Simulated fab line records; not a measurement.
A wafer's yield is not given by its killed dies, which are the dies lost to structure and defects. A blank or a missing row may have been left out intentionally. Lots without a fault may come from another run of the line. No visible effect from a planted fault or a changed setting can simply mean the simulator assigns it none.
Lot-split experiment / flow n5Finfet / 21 wafers read across 7 lots, on a route 1938 steps long

## SPLIT DETAILS
At N5_BEOL_M5_ETCH_72 (etches underlayer in N2/H2, target depth 6.5 nm, time 5.2 s), the setting biasW was moved away from the recipe's 150 W on 5 of the 21 wafers read, by -10.1% to +7.7%. The other wafers ran this setting at the recipe's value.

The split's own step is where the reading is taken.

## THE READING
rfVppV, in V, at N5_BEOL_M5_ETCH_72 (etches underlayer in N2/H2, target depth 6.5 nm, time 5.2 s). On this fab line, fault-free wafers typically give 523.7 V with a standard deviation of 2.9 V.

wafer=L075.1; tool, chamber at the split=rieDiel-04, 3; biasW as run, W=150; against the recipe=recipe; rfVppV, V=519.5; against lot-mates on the recipe=-
wafer=L075.4; tool, chamber at the split=rieDiel-04, 1; biasW as run, W=150; against the recipe=recipe; rfVppV, V=520.8; against lot-mates on the recipe=-
wafer=L075.6; tool, chamber at the split=rieDiel-04, 2; biasW as run, W=150; against the recipe=recipe; rfVppV, V=522.2; against lot-mates on the recipe=-
wafer=L076.1; tool, chamber at the split=rieDiel-04, 1; biasW as run, W=150; against the recipe=recipe; rfVppV, V=520.1; against lot-mates on the recipe=-
wafer=L076.4; tool, chamber at the split=rieDiel-04, 3; biasW as run, W=150; against the recipe=recipe; rfVppV, V=518.0; against lot-mates on the recipe=-
wafer=L076.6; tool, chamber at the split=rieDiel-04, 3; biasW as run, W=150; against the recipe=recipe; rfVppV, V=523.4; against lot-mates on the recipe=-
wafer=L077.2; tool, chamber at the split=rieDiel-03, 2; biasW as run, W=150; against the recipe=recipe; rfVppV, V=527.6; against lot-mates on the recipe=-
wafer=L077.3; tool, chamber at the split=rieDiel-03, 0; biasW as run, W=141.6; against the recipe=-5.6%; rfVppV, V=504.6; against lot-mates on the recipe=-21.2
wafer=L077.4; tool, chamber at the split=rieDiel-03, 0; biasW as run, W=150; against the recipe=recipe; rfVppV, V=524.0; against lot-mates on the recipe=-
wafer=L078.1; tool, chamber at the split=rieDiel-05, 0; biasW as run, W=150; against the recipe=recipe; rfVppV, V=526.7; against lot-mates on the recipe=-
wafer=L078.4; tool, chamber at the split=rieDiel-05, 0; biasW as run, W=150; against the recipe=recipe; rfVppV, V=527.4; against lot-mates on the recipe=-
wafer=L078.6; tool, chamber at the split=rieDiel-05, 2; biasW as run, W=150; against the recipe=recipe; rfVppV, V=527.3; against lot-mates on the recipe=-
wafer=L079.1; tool, chamber at the split=rieDiel-03, 3; biasW as run, W=150; against the recipe=recipe; rfVppV, V=521.9; against lot-mates on the recipe=-
wafer=L079.3; tool, chamber at the split=rieDiel-03, 2; biasW as run, W=161.6; against the recipe=+7.7%; rfVppV, V=551.4; against lot-mates on the recipe=+29.5
wafer=L079.4; tool, chamber at the split=rieDiel-03, 2; biasW as run, W=161.6; against the recipe=+7.7%; rfVppV, V=553.5; against lot-mates on the recipe=+31.6
wafer=L080.1; tool, chamber at the split=rieDiel-05, 3; biasW as run, W=150; against the recipe=recipe; rfVppV, V=521.6; against lot-mates on the recipe=-
wafer=L080.4; tool, chamber at the split=rieDiel-05, 1; biasW as run, W=134.9; against the recipe=-10.1%; rfVppV, V=487.9; against lot-mates on the recipe=-33.7
wafer=L080.6; tool, chamber at the split=rieDiel-05, 1; biasW as run, W=134.9; against the recipe=-10.1%; rfVppV, V=484.7; against lot-mates on the recipe=-36.9
wafer=L094.4; tool, chamber at the split=rieDiel-05, 3; biasW as run, W=150; against the recipe=recipe; rfVppV, V=521.2; against lot-mates on the recipe=-
wafer=L094.5; tool, chamber at the split=rieDiel-05, 0; biasW as run, W=150; against the recipe=recipe; rfVppV, V=526.9; against lot-mates on the recipe=-
wafer=L094.6; tool, chamber at the split=rieDiel-05, 1; biasW as run, W=150; against the recipe=recipe; rfVppV, V=527.8; against lot-mates on the recipe=-

FIT RESULTS
A straight line over all 21 wafers: rfVppV changes by +3.69 V for each +1% of biasW; r = +0.98; the points scatter about the line by 3 V.
The same after taking each lot's own level away (the mean of its wafers on the recipe; 21 wafers): +3.69 V for each +1%; r = +0.99; scatter 1.9 V.
Per that fit: largest biasW move, reading shift of 37 V.
The lots' own levels span 520.50 to 527.13 V, that is 2.3 times the standard deviation above.
The two slopes are in agreement: the lot-to-lot level therefore moves the slope only a little.
Check: -38.2 V against its lot-mates is what the line predicts for one of the wafers moved furthest among these (-10.1%) when that wafer is left out of the fit. Against them it came out at -33.7 V.
Tool readings at the split's step, against how far the setting was moved: rfVppV r = +0.98.

## FURTHER SPLITS ON THESE WAFERS
Before the reading, these wafers also passed through other splits. Each is held against what the fit with the lots' levels taken away leaves over:
other split on the same wafers=N5_BEOL_M2_COAT_73 spinRpm; wafers away from the commonest value=5; r with rfVppV (lot level and that fit taken away)=+0.24
other split on the same wafers=N5_BEOL_M3_ILD_DEP_00 timeS; wafers away from the commonest value=4; r with rfVppV (lot level and that fit taken away)=-0.18
other split on the same wafers=N5_BEOL_M3_EXPOSE_25 doseMj; wafers away from the commonest value=10; r with rfVppV (lot level and that fit taken away)=-0.16
other split on the same wafers=N5_BEOL_M3_DESCUM_33 timeS; wafers away from the commonest value=9; r with rfVppV (lot level and that fit taken away)=-0.41
other split on the same wafers=N5_BEOL_M4_EXPOSE_25 doseMj; wafers away from the commonest value=7; r with rfVppV (lot level and that fit taken away)=-0.13
other split on the same wafers=N5_BEOL_M4_ALD_98 aldCycles; wafers away from the commonest value=6; r with rfVppV (lot level and that fit taken away)=+0.18

## FILE'S OWN FIT
rfVppV changes by +3.69 V for each +1% of biasW, r = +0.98.
